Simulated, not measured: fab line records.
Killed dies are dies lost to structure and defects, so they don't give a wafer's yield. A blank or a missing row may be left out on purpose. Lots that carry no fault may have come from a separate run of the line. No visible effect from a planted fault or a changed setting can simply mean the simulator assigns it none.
Chamber matching ; flow nandHarc ; rieDiel-07 running NHARC_P_GATE_DESCUM_48: 4 sister chambers
The step chemistry O2, time 3 s. 16 wafers are shown with their chamber, then 8 later ones without.

## WAFERS PAIRED WITH THEIR CHAMBERS
wafer;chamber;showerheadPlenumPTorr (Torr);drypumpMotorCurrentA (A);oesProductAu (a.u.)
L078.1;1;1.97;4.9;0.996
L078.5;0;1.77;5.1;1.009
L078.6;1;1.97;4.9;0.989
L077.1;0;1.77;5.1;0.991
L077.4;3;1.95;5.1;0.990
L077.6;1;1.97;4.9;1.004
L079.1;2;1.90;6.6;1.020
L079.2;0;1.77;5.1;1.002
L079.6;0;1.77;5.1;1.000
L081.2;0;1.77;5.1;1.009
L081.3;1;1.97;4.9;1.013
L081.6;2;1.90;6.6;1.020
L082.1;2;1.90;6.6;1.021
L082.4;0;1.77;5.1;1.006
L082.6;1;1.97;4.9;1.004
L087.1;3;1.94;5.2;1.025

SIGNATURES (means of the wafers above)
reading;chamber 0;chamber 1;chamber 2;chamber 3;scatter within a chamber
showerheadPlenumPTorr;1.7700;1.9700;1.9000;1.9450;0.00204
drypumpMotorCurrentA;5.100;4.900;6.600;5.150;0.0204
oesProductAu;1.00283;1.00120;1.02033;1.00750;0.00991
Rule: for a wafer and a chamber, the distance is found by dividing, reading by reading, the gap between the wafer's reading and the chamber's mean by the reading's scatter, squaring, summing and taking the root. The wafer belongs to the nearest chamber; if the next one is less than 2 further off, it can't be placed. The scatter: the root of (the sum of the squares of (reading less its chamber's mean) over the shown wafers, divided by (wafers less chambers)).

## WAFERS WITHOUT THEIR CHAMBER
wafer;showerheadPlenumPTorr (Torr);drypumpMotorCurrentA (A);oesProductAu (a.u.)
L087.4;1.96;4.9;1.001
L087.6;1.76;5.1;1.007
L096.1;1.96;4.9;0.982
L096.2;1.89;6.6;1.010
L096.6;2.08;5.1;0.978
L097.3;2.08;5.1;0.996
L097.4;1.96;4.9;1.001
L097.6;1.96;4.9;0.997

## CHAMBER TAKEN BY EACH
wafer;from the rows above;in truth
L087.4;1;1
L087.6;0;0
L096.1;1;1
L096.2;2;2
L096.6;1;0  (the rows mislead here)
L097.3;1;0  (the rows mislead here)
L097.4;1;1
L097.6;1;1
6 of 8 placed correctly. Not placeable from these rows: 0. 2 placed wrongly.
